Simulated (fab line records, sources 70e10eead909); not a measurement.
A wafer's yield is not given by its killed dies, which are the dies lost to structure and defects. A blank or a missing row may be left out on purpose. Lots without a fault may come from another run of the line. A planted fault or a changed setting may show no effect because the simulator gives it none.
fab line records	flow nandHarc
record: lots: 6	wafers: 18	lastDay: 24
route steps=1159 shown P_ZERO_WELL@6 END@1159
lots that met no fault: from a run of the same line without faults
startH: the number of hours between the record's first day and the start of the first shown wafer of the lot	waitH: how many hours have passed since the lot's step before this one	" unchanged from the row above	L1.1+2: one row covering several wafers at once	- either no value or no given start	* or withheld: withheld	< > ~ a bound
route shown NAME@n: a module of which the file shows steps, and the number in the route of the first	usual: mean/standard deviation taken from wafers without a fault	same: alike in all rows	chamber/n: place in a boat	sites: per-site readings	_std_site: their standard deviation	_edge_site: inner sites' mean taken away from outer sites' mean	radiusMm: for every site, how far away it sits from the centre of the wafer	mask NAME#n: copy n	behind: the last tool/chamber to shape the wafer	hold: why the lot went on hold/how many hours it stayed there/how the hold came to an end	device: which transistor (n, p or np) failed to switch	end of line: the route-end tests of the same wafers	a step without rows: its recipe alone	killed: dies lost to structure and defects at the first sort, not the wafer's yield	map: the dies of a wafer, with x for killed, . for not killed, _ for no die there
set.NAME: the setting as run; set.NAME@STEP: as run at that earlier step	model.NAME: the simulator's own value behind a step, which no gauge read
lots seen at some steps along the route; tables by step, rows by wafer
services: from which hour (startH, from the record's first day; less than 0 if before it) a tool's chamber was out of use, for how many hours, and why
== steps ==
step: NHARC_P_ZERO_WELL_HMDS_04
recipe: timeS: 30
step: NHARC_P_ZERO_WELL_COAT_64
recipe: tempC: 200	timeS: 65
step: NHARC_P_ZERO_WELL_COAT_05
recipe: spinRpm: 2000	resistThkNm: 600
step: NHARC_P_ZERO_WELL_SOFTBAKE_06
recipe: tempC: 125	timeS: 70
step: NHARC_P_ZERO_WELL_EBR_07
step: NHARC_P_ZERO_WELL_EXPOSE_08
recipe: na: 0.55	targetCdNm: 500	doseMj: 33.8	maskId: P_ZERO
step: NHARC_P_ZERO_WELL_PEB_09
recipe: pebTempC: 128	pebTimeS: 80
step: NHARC_P_ZERO_WELL_DEVELOP_10
recipe: timeS: 50	devTempC: 22
step: NHARC_P_ZERO_WELL_CD_MEAS_11
recipe: targetCdNm: 500	landingEnergyEv: 500
usual: cdNm: 499.5/1.9
lot.wafer	tool	chamber	startH	waitH	cdNm
L709.3	cdSem-03	0	31.25	-	500.3
L709.5	"	0	"	"	499.0
L709.6	"	0	"	"	501.5
L712.2	cdSem-03	0	49.24	-	500.8
L712.3	"	0	"	"	500.6
L712.6	"	0	"	"	504.2
L717.1	cdSem-03	0	79.23	-	497.7
L717.2	"	0	"	"	497.3
L717.6	"	0	"	"	500.3
L718.2	cdSem-03	0	85.24	-	496.8
L718.4	"	0	"	"	500.5
L718.6	"	0	"	"	499.3
L725.2	cdSem-03	0	127.24	-	496.2
L725.4	"	0	"	"	500.5
L725.6	"	0	"	"	497.5
L729.3	cdSem-03	0	151.12	-	502.2
L729.4	"	0	"	"	501.5
L729.6	"	0	"	"	502.4
step: NHARC_P_ZERO_WELL_HARDBAKE_12
recipe: tempC: 118	timeS: 65
step: NHARC_P_ZERO_WELL_DESCUM_13
recipe: timeS: 3	o2FlowSccm: 200	arFlowSccm: 0	biasPowerW: 0	chemistry: O2
usual: drypumpMotorCurrentA: 5.69/0.3	oesProductAu: 0.999/0.0089	rfVppV: 57.9/0.89	showerheadPlenumPTorr: 1.92/0.084	throttleValvePct: 11.311/0.0091
same: timeS: 3
lot.wafer	tool	chamber	startH	waitH	drypumpMotorCurrentA	oesProductAu	rfHoursCounterH	rfVppV	showerheadPlenumPTorr	throttleValvePct
L709.3	rieDiel-04	3	31.54	-	5.36	0.989	3.8	56.4	1.81	11.294
L709.6	"	2	"	"	5.52	0.991	-	56.5	1.85	11.301
L709.5	"	3	"	"	5.38	0.994	-	56.4	1.81	11.301
L712.2	rieDiel-12	1	49.41	-	5.15	1.002	0.5	59.6	2.07	11.301
L712.3	"	2	"	"	5.61	1.000	0.8	57.8	1.98	11.313
L712.6	"	0	"	"	5.70	1.014	-	58.0	1.86	11.309
L717.2	rieDiel-04	2	79.40	-	5.50	1.009	7.8	57.7	1.85	11.307
L717.1	"	0	"	"	5.71	1.012	6.6	56.4	1.87	11.318
L717.6	"	2	"	"	5.51	1.010	-	58.4	1.85	11.320
L718.4	rieDiel-04	3	85.39	-	5.34	0.997	7.5	57.6	1.81	11.288
L718.2	"	0	"	"	5.74	0.990	6.7	57.9	1.87	11.312
L718.6	"	3	"	"	5.33	0.999	-	58.3	1.81	11.312
L725.4	rieDiel-09	1	127.40	-	5.70	0.994	3.6	57.9	1.87	11.318
L725.2	"	3	"	"	5.93	0.979	2.9	58.5	2.01	11.305
L725.6	"	1	"	"	5.67	0.995	-	56.8	1.87	11.316
L729.4	rieDiel-04	1	151.27	-	6.14	1.014	2.8	57.5	1.93	11.312
L729.3	"	3	"	"	5.37	0.991	2.3	58.9	1.81	11.302
L729.6	"	1	"	"	6.14	1.002	-	57.5	1.93	11.307
step: NHARC_P_ZERO_WELL_ETCH_65
recipe: targetDepthA: 800	overetchA: 240	timeS: 87.88	ionEnergyEv: 200	n2FlowSccm: 150	h2FlowSccm: 150	arFlowSccm: 0	rfW: 400	biasW: 150	chemistry: N2/H2
usual: biasW: 150.0/0.45	chamberPressureMTorr: 29.998/0.024	drypumpMotorCurrentA: 5.70/0.29	oesProductAu: 0.999/0.0089	rfVppV: 430.9/2.7	showerheadPlenumPTorr: 2.05/0.093	throttleValvePct: 14.171/0.0089
same: timeS: 87.88
lot.wafer	tool	chamber	startH	waitH	biasW	chamberPressureMTorr	drypumpMotorCurrentA	oesProductAu	rfHoursCounterH	rfVppV	showerheadPlenumPTorr	throttleValvePct
L709.3	rieDiel-04	2	31.64	0.1	150.2	29.998	5.57	0.997	4.0	428.4	1.98	14.175
L709.5	"	3	"	"	150.3	30.024	5.35	0.998	-	427.5	1.93	14.170
L709.6	"	0	"	"	149.6	29.975	5.74	0.998	-	427.7	1.99	14.170
L712.2	rieDiel-12	0	49.49	0.1	150.2	30.005	5.72	1.008	0.5	427.5	1.98	14.182
L712.3	"	1	"	"	150.7	30.032	5.17	0.990	0.5	435.4	2.21	14.163
L712.6	"	3	"	"	149.4	30.027	5.95	0.994	-	433.8	2.19	14.168
L717.2	rieDiel-04	3	79.48	0.1	150.1	30.002	5.37	0.997	7.4	426.7	1.93	14.176
L717.1	"	1	"	"	150.0	29.985	6.16	1.020	7.5	430.7	2.06	14.176
L717.6	"	0	"	"	149.8	30.021	5.76	1.001	-	429.6	1.99	14.173
L718.2	rieDiel-04	3	85.48	0.1	149.5	30.001	5.38	1.006	7.5	427.9	1.93	14.168
L718.4	"	1	"	"	150.2	30.034	6.10	1.003	7.7	432.2	2.06	14.161
L718.6	"	0	"	"	149.9	30.015	5.74	0.997	-	429.0	1.99	14.162
L725.4	rieDiel-09	1	127.48	0.1	150.0	29.963	5.69	1.004	3.6	430.4	2.00	14.166
L725.2	"	3	"	"	150.0	29.979	5.87	0.984	2.9	435.5	2.15	14.166
L725.6	"	1	"	"	150.8	29.957	5.69	1.001	-	430.1	2.00	14.159
L729.3	rieDiel-04	1	151.37	0.1	149.4	29.953	6.20	1.004	2.8	431.1	2.06	14.164
L729.4	"	2	"	"	149.9	29.980	5.51	0.998	2.9	428.5	1.97	14.166
L729.6	"	3	"	"	150.5	30.019	5.37	0.999	-	426.6	1.93	14.170
step: NHARC_P_ZERO_WELL_ETCH_62
recipe: targetDepthA: 130	timeS: 6.5	chf3FlowSccm: 50	arFlowSccm: 200	rfW: 500	biasW: 200	chemistry: CHF3/Ar
usual: biasW: 200.0/0.56	chamberPressureMTorr: 25.001/0.022	drypumpMotorCurrentA: 5.7/0.31	oesProductAu: 0.968/0.012	rfVppV: 371.1/2.3	showerheadPlenumPTorr: 2.36/0.097	throttleValvePct: 20.217/0.0098	timeS: 6.5/0
lot.wafer	tool	chamber	startH	waitH	biasW	chamberPressureMTorr	drypumpMotorCurrentA	oesProductAu	rfHoursCounterH	rfVppV	showerheadPlenumPTorr	throttleValvePct	timeS
L709.3	rieDiel-04	2	31.72	-	199.0	25.037	5.5	0.961	4.1	369.2	2.28	20.213	6.5
L709.5	"	3	"	"	200.6	24.963	5.3	0.974	-	366.8	2.23	20.213	6.5
L709.6	"	0	"	"	199.8	24.980	5.7	0.984	-	369.8	2.30	20.223	6.5
L712.2	rieDiel-12	2	49.58	-	200.4	25.000	5.6	0.970	0.8	373.5	2.42	20.208	6.5
L712.3	"	0	"	"	200.3	24.986	5.7	0.967	0.5	369.4	2.28	20.225	6.5
L712.6	"	2	"	"	200.0	25.021	5.6	0.970	-	373.0	2.42	20.196	6.5
L717.1	rieDiel-04	1	79.57	-	-	-	-	-	-	-	-	-	-
L717.2	"	3	"	"	-	-	-	-	-	-	-	-	-
L717.6	"	1	"	"	-	-	-	-	-	-	-	-	-
L718.2	rieDiel-04	2	85.58	-	-	-	-	-	-	-	-	-	-
L718.4	"	1	"	"	-	-	-	-	-	-	-	-	-
L718.6	"	2	"	"	-	-	-	-	-	-	-	-	-
L725.4	rieDiel-09	1	127.57	-	200.0	24.962	5.7	0.959	3.6	368.8	2.30	20.215	6.5
L725.2	"	2	"	"	200.3	24.982	6.2	0.975	3.5	370.6	2.26	20.218	6.5
L725.6	"	2	"	"	200.2	24.985	6.2	0.977	-	368.7	2.26	20.222	6.5
L729.3	rieDiel-04	1	151.46	-	199.6	24.978	6.2	0.968	2.8	371.1	2.36	20.213	6.5
L729.4	"	3	"	"	199.0	25.000	5.4	0.970	2.3	367.6	2.22	20.211	6.5
L729.6	"	2	"	"	200.4	24.970	5.5	0.950	-	370.2	2.27	20.227	6.5
step: NHARC_P_ZERO_WELL_ETCH_63
recipe: targetDepthA: 1200	timeS: 40.1	hbrFlowSccm: 150	cl2FlowSccm: 50	rfW: 400	icpW: 400	biasW: 100	chemistry: HBr/Cl2
usual: biasW: 100.0/0.31	chamberPressureMTorr: 14.999/0.013	drypumpMotorCurrentA: 5.8/0.3	oesProductAu: 0.999/0.012	throttleValvePct: 26.405/0.0092
same: timeS: 40.1
lot.wafer	tool	chamber	startH	waitH	biasW	chamberPressureMTorr	drypumpMotorCurrentA	oesProductAu	rfHoursCounterH	throttleValvePct
L709.3	rieSi-04	0	31.79	-	99.6	14.982	5.3	0.999	0.8	26.405
L709.6	"	0	"	"	100.1	14.967	5.3	0.997	-	26.402
L709.5	"	1	"	"	100.2	14.992	5.6	1.024	-	26.393
L712.3	rieSi-04	3	49.68	-	99.8	15.016	5.6	0.985	1.0	26.401
L712.2	"	0	"	"	99.7	15.015	5.3	0.995	1.0	26.403
L712.6	"	3	"	"	99.9	15.008	5.5	0.995	-	26.402
L717.1	rieSi-04	1	79.66	-	100.1	15.008	5.6	1.011	1.1	26.393
L717.2	"	2	"	"	100.3	14.984	5.9	1.000	1.2	26.398
L717.6	"	0	"	"	100.3	15.008	5.3	0.980	-	26.377
L718.4	rieSi-04	3	85.68	-	99.7	14.999	5.5	0.996	1.3	26.398
L718.2	"	0	"	"	100.4	14.977	5.3	0.994	1.3	26.411
L718.6	"	2	"	"	99.7	15.027	5.8	0.993	-	26.404
L725.2	rieSi-04	1	127.68	-	99.8	14.994	5.7	1.009	0.1	26.411
L725.4	"	2	"	"	99.4	14.980	5.8	1.000	0.1	26.415
L725.6	"	3	"	"	100.0	15.020	5.6	1.000	-	26.404
L729.3	rieSi-03	3	151.55	-	100.1	15.002	5.9	1.000	1.5	26.399
L729.4	"	3	"	"	99.7	15.007	5.9	1.005	-	26.408
L729.6	"	1	"	"	100.1	14.977	6.0	1.000	-	26.407
step: NHARC_END_SORT_01
recipe: tempC: 25
usual: killedAtArray: 27/11	killedAtOther: 0.6/0.89	killedAtPeriphery: 3.0/2.4	killedDies: 31/12	killedOpen: 3.2/1.6	killedShort: 2.0/1.5
same: grossDies: 677
lot.wafer	tool	chamber	startH	waitH	killedAtArray	killedAtOther	killedAtPeriphery	killedDies	killedOpen	killedShort
L717.1	prober-02	0	524.76	2.5	15	0	662	677	8	1
L717.2	prober-02	0	525.56	2.8	9	2	666	677	3	3
L717.6	prober-02	0	528.73	4.0	14	0	663	677	3	0
L718.2	prober-01	0	525.41	2.8	22	0	655	677	2	1
L718.4	prober-01	0	527.03	3.4	35	0	642	677	4	4
L718.6	prober-01	0	528.64	4.0	23	1	653	677	2	1
killed by level:class
L717.1 P_ZERO_WELL:areaEtch=660 A_CHANNEL_HOLE_D1:chamberFilmFlake=4 A_CHANNEL_FILL_D1:geometricParticle:open=2 A_CONTACT:geometricParticle:open=2 A_CONTACT:chamberFilmFlake=2 P_M0:geometricParticle:short=1 A_CHANNEL_HOLE_D1:geometricParticle:open=1 A_WL_FILL:geometricParticle:open=1
L718.2 P_ZERO_WELL:areaEtch=651 A_CHANNEL_HOLE_D1:chamberFilmFlake=12 A_CONTACT:chamberFilmFlake=7 P_ZERO_WELL:chamberFilmFlake=2 A_SOURCE_PLATE:geometricParticle:open=1 A_ONON_D1:geometricParticle:short=1 A_CONTACT:geometricParticle:open=1 P_GATE:chamberFilmFlake=1
L717.2 P_ZERO_WELL:areaEtch=664 A_CHANNEL_HOLE_D1:chamberFilmFlake=3 P_STI:chamberFilmFlake=2 STARTING-WAFER:geometricParticle:short=2 A_CHANNEL_HOLE_D1:geometricParticle:open=1 A_CHANNEL_FILL_D1:geometricParticle:open=1 A_CHANNEL_FILL_D1:geometricParticle:short=1 A_M1:geometricParticle:open=1
L718.4 P_ZERO_WELL:areaEtch=642 A_CHANNEL_HOLE_D1:chamberFilmFlake=12 A_CONTACT:chamberFilmFlake=11 A_SOURCE_PLATE:geometricParticle:open=2 A_CHANNEL_FILL_D1:geometricParticle:short=2 A_WL_FILL:chamberFilmFlake=2 A_SGD_CUT:geometricParticle:short=1 A_SLIT:geometricParticle:open=1
L718.6 P_ZERO_WELL:areaEtch=653 A_CHANNEL_HOLE_D1:chamberFilmFlake=14 A_CONTACT:chamberFilmFlake=6 A_CONTACT:geometricParticle:open=1 A_M1:geometricParticle:open=1 STARTING-WAFER:geometricParticle:short=1 A_STAIRCASE:chamberFilmFlake=1
L717.6 P_ZERO_WELL:areaEtch=659 A_CHANNEL_HOLE_D1:chamberFilmFlake=6 A_STAIRCASE:chamberFilmFlake=3 P_M0:geometricParticle:open=2 P_STI:chamberFilmFlake=2 A_CONTACT:chamberFilmFlake=2 A_M0:geometricParticle:open=1 A_SLIT:chamberFilmFlake=1
map L717.1 (x killed, . not)
____________x____________
_________xxxxxxx_________
_______xxxxxxxxxxx_______
______xxxxxxxxxxxxx______
_____xxxxxxxxxxxxxxx_____
____xxxxxxxxxxxxxxxxx____
____xxxxxxxxxxxxxxxxx____
___xxxxxxxxxxxxxxxxxxx___
___xxxxxxxxxxxxxxxxxxx___
__xxxxxxxxxxxxxxxxxxxxx__
__xxxxxxxxxxxxxxxxxxxxx__
_xxxxxxxxxxxxxxxxxxxxxxx_
_xxxxxxxxxxxxxxxxxxxxxxx_
_xxxxxxxxxxxxxxxxxxxxxxx_
_xxxxxxxxxxxxxxxxxxxxxxx_
_xxxxxxxxxxxxxxxxxxxxxxx_
xxxxxxxxxxxxxxxxxxxxxxxxx
xxxxxxxxxxxxxxxxxxxxxxxxx
xxxxxxxxxxxxxxxxxxxxxxxxx
xxxxxxxxxxxxxxxxxxxxxxxxx
xxxxxxxxxxxxxxxxxxxxxxxxx
_xxxxxxxxxxxxxxxxxxxxxxx_
_xxxxxxxxxxxxxxxxxxxxxxx_
_xxxxxxxxxxxxxxxxxxxxxxx_
_xxxxxxxxxxxxxxxxxxxxxxx_
_xxxxxxxxxxxxxxxxxxxxxxx_
__xxxxxxxxxxxxxxxxxxxxx__
__xxxxxxxxxxxxxxxxxxxxx__
___xxxxxxxxxxxxxxxxxxx___
___xxxxxxxxxxxxxxxxxxx___
____xxxxxxxxxxxxxxxxx____
____xxxxxxxxxxxxxxxxx____
_____xxxxxxxxxxxxxxx_____
______xxxxxxxxxxxxx______
_______xxxxxxxxxxx_______
_________xxxxxxx_________
____________x____________
map L718.2 (x killed, . not)
____________x____________
_________xxxxxxx_________
_______xxxxxxxxxxx_______
______xxxxxxxxxxxxx______
_____xxxxxxxxxxxxxxx_____
____xxxxxxxxxxxxxxxxx____
____xxxxxxxxxxxxxxxxx____
___xxxxxxxxxxxxxxxxxxx___
___xxxxxxxxxxxxxxxxxxx___
__xxxxxxxxxxxxxxxxxxxxx__
__xxxxxxxxxxxxxxxxxxxxx__
_xxxxxxxxxxxxxxxxxxxxxxx_
_xxxxxxxxxxxxxxxxxxxxxxx_
_xxxxxxxxxxxxxxxxxxxxxxx_
_xxxxxxxxxxxxxxxxxxxxxxx_
_xxxxxxxxxxxxxxxxxxxxxxx_
xxxxxxxxxxxxxxxxxxxxxxxxx
xxxxxxxxxxxxxxxxxxxxxxxxx
xxxxxxxxxxxxxxxxxxxxxxxxx
xxxxxxxxxxxxxxxxxxxxxxxxx
xxxxxxxxxxxxxxxxxxxxxxxxx
_xxxxxxxxxxxxxxxxxxxxxxx_
_xxxxxxxxxxxxxxxxxxxxxxx_
_xxxxxxxxxxxxxxxxxxxxxxx_
_xxxxxxxxxxxxxxxxxxxxxxx_
_xxxxxxxxxxxxxxxxxxxxxxx_
__xxxxxxxxxxxxxxxxxxxxx__
__xxxxxxxxxxxxxxxxxxxxx__
___xxxxxxxxxxxxxxxxxxx___
___xxxxxxxxxxxxxxxxxxx___
____xxxxxxxxxxxxxxxxx____
____xxxxxxxxxxxxxxxxx____
_____xxxxxxxxxxxxxxx_____
______xxxxxxxxxxxxx______
_______xxxxxxxxxxx_______
_________xxxxxxx_________
____________x____________
== services ==
tool	chamber	startH	hours	kind
rieDiel-04	0	17.40	-	clean
rieDiel-04	1	17.40	-	clean
rieDiel-04	2	17.40	-	clean
rieDiel-04	3	17.40	-	clean
rieDiel-12	-	25.40	9.0	pm
rieDiel-04	0	41.90	-	clean
rieDiel-04	1	41.90	-	clean
rieDiel-04	2	41.90	-	clean
rieDiel-04	3	41.90	-	clean
rieDiel-09	0	51.68	6.7	repair
rieSi-04	1	56.86	1.0	repair
rieDiel-04	0	66.40	-	clean
rieDiel-04	1	66.40	-	clean
rieDiel-04	2	66.40	-	clean
rieDiel-04	3	66.40	-	clean
rieDiel-09	-	77.28	9.0	pm
rieDiel-04	0	90.90	-	clean
rieDiel-04	1	90.90	-	clean
rieDiel-04	2	90.90	-	clean
rieDiel-09	-	91.43	2.2	repair
rieSi-04	-	99.00	9.0	pm
rieDiel-04	-	111.90	9.0	pm
rieSi-03	0	134.45	20.4	repair
rieDiel-09	0	140.02	4.0	repair
== key ==
firstSign: step: NHARC_P_ZERO_WELL_ETCH_62	reading: toolRecord	direction: missing
effect: step: NHARC_END_SORT_01	reading: killedAtPeriphery	direction: up	sigmas: 99+	usual: 3.0	struck: 656.8
moreKillsBornAt: NHARC_P_ZERO_WELL_ETCH_62@rieDiel-04: 3929
metAt NHARC_P_ZERO_WELL_ETCH_62
struckWafers L717.1,L717.2,L717.6,L718.2,L718.4,L718.6
laterRowsLeftOut L717.1,L717.2,L717.6,L718.2,L718.4,L718.6
testerLeftOut L717,L718
onsetBetween 31.72 79.57
fault: kind: skippedStepWhole	tool: rieDiel-04	chamber: -	onsetH: 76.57	steps: NHARC_P_ZERO_WELL_ETCH_62	scope: struckLotsOnly
testerLeftOut: of these lots the tester's yield and bins aren't shown, on N5 and GAA mostly nor the transistor test; their killed dies are dies lost to structure and defects alone, not to doping, threshold or leakage, so they don't give the yield
laterRowsLeftOut: the simulator's readings of these wafers behind a module that went badly wrong aren't trusted and aren't shown, but for the sort
